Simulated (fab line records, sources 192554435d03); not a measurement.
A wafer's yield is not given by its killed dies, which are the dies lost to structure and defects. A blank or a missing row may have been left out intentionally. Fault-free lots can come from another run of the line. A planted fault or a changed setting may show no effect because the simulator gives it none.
Chamber matching ; flow n5-finfet ; rie-diel-04 running N5_BEOL_M0_SAQP_HM_OPEN_112: 4 sister chambers
The step chemistry CHF3/O2, target SiO2, stops on a-Si, target depth 12 nm, time 13.5 s. 14 wafers are shown with their chamber, then 7 later ones without.

## WAFERS, EACH WITH ITS CHAMBER
wafer;chamber;rf-vpp-V (V);throttle-valve-pct (%);showerhead-plenum-p-Torr (Torr)
L075.2;3;501;18.72;2.28
L075.5;2;526;18.90;2.50
L075.6;3;500;18.72;2.28
L076.1;2;525;18.92;2.50
L076.4;1;524;18.73;2.48
L076.6;2;527;18.90;2.50
L081.1;0;551;19.26;2.46
L081.3;1;523;18.77;2.48
L081.5;0;551;19.24;2.46
L085.1;1;524;18.76;2.48
L085.4;2;525;18.92;2.49
L085.5;0;549;19.27;2.46
L092.2;2;526;18.95;2.49
L092.4;3;510;18.41;2.56

SIGNATURES (averages over the wafers above)
reading;chamber 0;chamber 1;chamber 2;chamber 3;scatter within a chamber
rf-vpp-V;550.33;523.67;525.80;503.67;2.58
throttle-valve-pct;19.2567;18.7533;18.9180;18.6167;0.0819
showerhead-plenum-p-Torr;2.4600;2.4800;2.4960;2.3733;0.0724
Rule: a wafer's distance from a chamber is the root of the sum, over the readings, of the square of ((its reading less the chamber's mean) divided by the reading's scatter). The wafer belongs to the nearest chamber; if the next one is less than 2 further off, it can't be placed. The scatter: take each reading less its chamber's mean, square it, sum over the shown wafers, divide by the number of wafers less the number of chambers, and take the root.

## WAFERS MISSING THEIR CHAMBER
wafer;rf-vpp-V (V);throttle-valve-pct (%);showerhead-plenum-p-Torr (Torr)
L092.6;526;18.95;2.49
L093.2;509;18.40;2.56
L093.5;509;18.40;2.56
L093.6;524;18.96;2.49
L094.1;524;18.95;2.49
L094.4;526;18.89;2.46
L094.6;527;18.96;2.49

## EACH ONE'S CHAMBER
wafer;from the rows above;in truth
L092.6;2;2
L093.2;3;3
L093.5;3;3
L093.6;can't be placed: 2 or 1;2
L094.1;can't be placed: 2 or 1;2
L094.4;can't be placed: 2 or 1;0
L094.6;2;2
Placed correctly: 4 of 7. Not placeable from these rows: 3 (in 2, the candidates include the true chamber). Placed wrongly: 0.
